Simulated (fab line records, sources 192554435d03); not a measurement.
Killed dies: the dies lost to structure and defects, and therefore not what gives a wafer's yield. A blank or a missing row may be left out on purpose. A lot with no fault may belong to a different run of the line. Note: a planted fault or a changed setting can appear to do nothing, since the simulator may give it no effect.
A lot that was struck, set against a sound lot | flow n5 finfet | 15 out of 1938 route steps
Sound: these wafers, L604.4, L604.5, L604.6. Wafers struck: L608.1, L608.2, L608.3. At the end, the cause is stated.
For every step that has rows: the tool of each side, followed by ch and its chambers, followed by its first start. Under that, the readings that differ: sound wafers | struck wafers | difference of the means | sigmas: that difference in standard deviations of wafers without a fault.
alike: readings whose means differ by less than 2 such deviations, and words and numbers that are the same on both sides. not compared: withheld readings, readings that some wafer has no value for, bounds like >300 that may hide the same value, and numbers for which the record gives no deviation and whose values overlap.
Wherever a step has rows on one side only, a row that says differs or no value, or a row with sigmas, the two part there. Numbers that have no deviation but don't overlap get no sigmas and don't part them. A reading that every wafer of one side lacks parts them only if that side has two wafers or more.

N5_BEOL_M2_PRE_CLEAN_60: time 15 s.
  sound on cvd co-01 ch 0,1,2, day 8 06:29; struck on cvd co-01 ch 0,1,2, day 9 03:38
  alike: heater power w
N5_BEOL_M2_CO_CAP_55: material Co, precursor CCTBA/H2, target thk 2 nm, time 102.1 s.
  sound on cvd co-01 ch 0,1,2, day 8 06:32; struck on cvd co-01 ch 0,1,2, day 9 03:41
  alike: chamber pressure Torr, heater power w
then, 1 step without rows for these wafers: N5_BEOL_M2_PRE_CLEAN_56 (time 15 s).
N5_BEOL_M2_DEP_57: deposits SiCN from 3MS/NH3, target thk 8 nm, time 14 s.
  sound on pecvd-04 ch 0,1,2, day 8 06:38; struck on pecvd-04 ch 0,1,2, day 9 03:47
  alike: chamber pressure Torr, showerhead plenum p Torr, throttle valve pct
N5_BEOL_M2_RS_MEAS_58: the measuring method here is four-point-probe.
  sound on film metro-02 at day 8 06:41; struck on film metro-01 at day 9 03:52
  reading        | sound          | struck         | difference | sigmas
  M2_RS (ohm/sq) | 0.67 0.77 0.70 | 0.69 0.59 0.64 | -0.07      | -2
N5_BEOL_M2_INSPECT_59: inspects for defects (darkfield).
  sound on defect inspect-02 at day 8 06:43; struck on defect inspect-02 at day 9 03:53
  alike: raw defect count
then, 1 step without rows for these wafers: N5_BEOL_M3_ILD_DEP_00 (deposits SiOC from DEMS/O2, target thk 79 nm, time 15.3 s).
N5_BEOL_M3_THK_MEAS_01:
  sound on film metro-01 at day 8 06:49; struck on film metro-01 at day 9 04:01
  alike: M3_ILD_THK
N5_BEOL_M3_PECVD_72: deposits SiO2 from TEOS/O2, target thk 16 nm, time 18 s.
  sound on pecvd-03 ch 0,1, day 8 06:52; struck on pecvd-03 ch 0,1,2, day 9 04:02
  alike: chamber pressure Torr, heater power w, showerhead plenum p Torr, throttle valve pct
N5_BEOL_M3_HM_DEP_02: deposits TiN, target thk 20 nm.
  sound on pvd sputter-03 at day 8 08:16; struck on pvd sputter-03 at day 9 04:06
  alike: throttle valve pct
then, 2 steps without rows for these wafers: N5_BEOL_M3_COAT_61 (time 60 s, resist thk 60 nm); N5_BEOL_M3_COAT_62 (time 60 s, resist thk 12 nm).
N5_BEOL_M3_COAT_73: time 60 s, resist thk 5 nm.
  sound on litho track-05 ch 0, day 8 08:24; struck on litho track-02 ch 0, day 9 04:14
  reading                  | sound                | struck               | difference | sigmas
  heater power total W (W) | 391.8 390.7 390.1    | 403.2 401.3 402.8    | +11.6      | +10
  plate temp C (C)         | 205.12 205.11 205.36 | 209.38 209.22 209.14 | +4.05      | +22
  alike: chill plate temp C
then, 1 step without rows for these wafers: N5_BEOL_M3_COAT_05 (resist thk 30 nm).
N5_BEOL_M4_RC_MEAS_101:
  sound on prober-01 ch 0, day 9 07:01; struck on prober-01 ch 0, day 10 14:16
  reading       | sound          | struck         | difference | sigmas
  ION_P (uA/um) | 438 443 448    | 463 466 468    | +23        | +3
  VT_P (mV)     | -260 -255 -256 | -250 -247 -247 | +9         | +2
  alike: DIBL_N, DIBL_P, IOFF_N, IOFF_P, ION_N, SS_N, SS_P, VT_N

== WHERE THEY PART ==
First at N5_BEOL_M2_RS_MEAS_58; last, within this record, at N5_BEOL_M4_RC_MEAS_101.

WHY: the cause the simulator had injected
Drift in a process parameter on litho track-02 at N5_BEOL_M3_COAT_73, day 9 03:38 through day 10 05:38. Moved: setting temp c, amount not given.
